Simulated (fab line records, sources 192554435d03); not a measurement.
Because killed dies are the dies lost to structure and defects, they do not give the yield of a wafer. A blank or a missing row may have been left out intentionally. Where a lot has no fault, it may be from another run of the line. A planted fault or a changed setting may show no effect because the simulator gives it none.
Comparing a struck lot with a sound one || flow n5 finfet || 15 out of 1938 route steps
Sound: wafers L531.1, L531.2, L531.4. Struck: wafers L520.3, L520.4. (L520.5 of the same lot was not struck and is left out.) The cause comes at the end.
At each step with rows: each side's tool, then ch and its chambers, then its first start. Under that, the readings that differ: sound wafers || struck wafers || difference of the means || sigmas: that difference in standard deviations of wafers without a fault.
alike: words and numbers the same on both sides, and readings whose means are apart by under 2 such deviations; not compared: readings that were withheld, readings missing a value for some wafer, numbers with overlapping values and no deviation given by the record, and bounds like >300 which may hide the same value.
The two part at a step that has a row with sigmas, a row that says differs or no value, or rows on one side only. When numbers do not overlap yet have no deviation, they are printed without sigmas and do not part them. A reading that every wafer of one side lacks parts them only if that side has two wafers or more.

first, 1 step without rows for these wafers: N5_SD_EPI_P_DEVELOP_08 (develop time 30 s).
N5_SD_EPI_P_CD_MEAS_09 targets a cd of 240 nm.
  sound on cd sem-01 ch 0, day 7 16:19; struck on cd sem-01 ch 0, day 5 01:00
  alike: cd nm
N5_SD_EPI_P_OVL_MEAS_10:
  sound on overlay-02 ch 0, day 7 16:21; struck on overlay-01 ch 0, day 5 01:01
  alike: SD_P_BLK_OVL
N5_SD_EPI_P_INSPECT_11: inspects for defects (macro).
  struck on defect inspect-02, day 5 01:03; sound on defect inspect-02, day 7 16:22
  alike: raw defect count
N5_SD_EPI_P_DESCUM_14: chemistry O2, time 7.9 s.
  sound on rie diel-04 ch 0,1,2, day 7 16:25; struck on rie diel-05 ch 0,2, day 5 01:05
  alike: drypump motor current A, oes product au, rf vpp V, showerhead plenum p Torr, throttle valve pct
  not compared: rf hours counter h
then, 1 step without rows for these wafers: N5_SD_EPI_P_ETCH_36 (etches SiARC in CF4, target depth 45.5 nm, time 75.8 s).
N5_SD_EPI_P_ETCH_37: etches SOC in N2/H2, overetch 108 nm, time 486 s.
  sound on rie diel-04 ch 0,1,2, day 7 16:30; struck on rie diel-05 ch 0,2, day 5 01:10
  alike: drypump motor current A, oes product au, rf vpp V, showerhead plenum p Torr, throttle valve pct
  not compared: rf hours counter h
then, 1 step without rows for these wafers: N5_SD_EPI_P_STRIP_38 (strips in N2/H2).
N5_SD_EPI_P_ETCHBACK_46: etches SiNx in CH3F/O2, stops on SiO2, target depth 17.5 nm.
  sound on rie diel-04 ch 0,1,2, day 7 16:49; struck on rie diel-05 ch 0,2, day 5 01:30
  alike: drypump motor current A, mfc ar sccm, oes product au, rf vpp V, showerhead plenum p Torr, throttle valve pct
  not compared: rf hours counter h
N5_SD_EPI_P_ETCH_47: etches SiOCN in CH3F/O2, target depth 25 nm.
  sound on rie diel-04 ch 0,1,2, day 7 16:55; struck on rie diel-05 ch 0,2, day 5 01:36
  alike: drypump motor current A, mfc ar sccm, oes product au, rf vpp V, showerhead plenum p Torr, throttle valve pct
  not compared: rf hours counter h
N5_SD_EPI_P_ETCH_16: etches SiO2 in CHF3/O2, target depth 5 nm.
  sound on rie diel-04 ch 0,1,2, day 7 17:01; struck on rie diel-05 ch 0,2, day 5 01:42
  alike: drypump motor current A, mfc ar sccm, oes product au, rf vpp V, showerhead plenum p Torr, throttle valve pct
  not compared: rf hours counter h
then, 1 step without rows for these wafers: N5_SD_EPI_P_STRIP_50 (strips in CHF3/O2).
N5_SD_EPI_P_SD_RECESS_17: chemistry HBr/Cl2/O2, target depth 39.1 nm, bt time 3 s.
  sound on rie si-03 ch 0,1,2, day 7 17:05; struck on rie si-06 ch 1,3, day 5 01:46
{"reading": "model.SD_EPI_P.feature depth nm (nm)", "sound": "40.2 40.6 40", "struck": "25.6 25.6", "difference": -14.7, "sigmas": ""}
{"reading": "model.etch.depth nm (nm)", "sound": "40.17 40.5 40.05", "struck": "25.54 25.68", "difference": -14.63, "sigmas": ""}
  alike: drypump motor current A, oes product au, throttle valve pct
  not compared: rf hours counter h
then, 2 steps without rows for these wafers: N5_SD_EPI_P_WET_ETCH_45 (etches SiO2 in dHF, time 10.7 s, target depth 2 nm, rinse time 30 s); N5_PASSIVATION_PROBE_49.

WHERE THEY PART
Nowhere in this record.

WHY: the cause the simulator had injected
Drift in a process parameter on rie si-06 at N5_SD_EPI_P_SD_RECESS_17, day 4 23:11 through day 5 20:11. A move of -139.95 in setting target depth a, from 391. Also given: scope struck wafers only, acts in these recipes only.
